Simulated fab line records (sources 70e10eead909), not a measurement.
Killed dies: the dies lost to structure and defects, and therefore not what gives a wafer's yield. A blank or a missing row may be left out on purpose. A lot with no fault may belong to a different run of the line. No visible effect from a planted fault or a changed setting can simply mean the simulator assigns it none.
Matching of chambers	flow nand-harc	ald-hk-01 running NHARC_A_CHANNEL_FILL_D1_ALD_25: 4 sister chambers
The step deposits SiOx, target thk 60 nm, pulse time 10 s, ald cycles 600. 8 wafers are shown with their chamber, then 8 later ones without.

## WAFERS, EACH WITH ITS CHAMBER
wafer	chamber	heater-power-w (W)	precursor-pulse-height-rel
L080.5	0	508	1.036
L083.3	3	488	0.968
L083.1	1	387	0.984
L083.6	0	493	1.015
L086.1	2	384	0.964
L086.2	1	385	1.005
L086.6	2	384	0.969
L088.2	3	473	0.973

## WAFERS WITH NO CHAMBER GIVEN
wafer	heater-power-w (W)	precursor-pulse-height-rel
L088.3	385	0.994
L088.6	480	1.000
L094.2	397	1.004
L094.5	487	1.029
L094.6	492	0.985
L095.3	504	0.993
L095.1	478	1.042
L095.2	387	0.965

## EACH ONE'S CHAMBER
wafer	from the rows above	in truth
L088.3	1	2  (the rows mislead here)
L088.6	can't be placed: 3 or 0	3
L094.2	1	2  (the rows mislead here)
L094.5	0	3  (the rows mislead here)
L094.6	can't be placed: 3 or 0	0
L095.3	can't be placed: 0 or 3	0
L095.1	0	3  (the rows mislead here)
L095.2	2	2
1 of 8 placed correctly. Not placeable from these rows: 3 (in 3, the candidates include the true chamber). Placed wrongly: 4.
How it was worked out, from the rows above alone: a wafer's distance from a chamber is the root of the sum, over the readings, of the square of ((its reading less the chamber's mean) divided by the reading's scatter). The wafer belongs to the nearest chamber; if the next one is less than 2 further off, it can't be placed. For every chamber, the mean is computed from those of its wafers that are shown. The scatter: take each reading less its chamber's mean, square it, sum over the shown wafers, divide by the number of wafers less the number of chambers, and take the root.
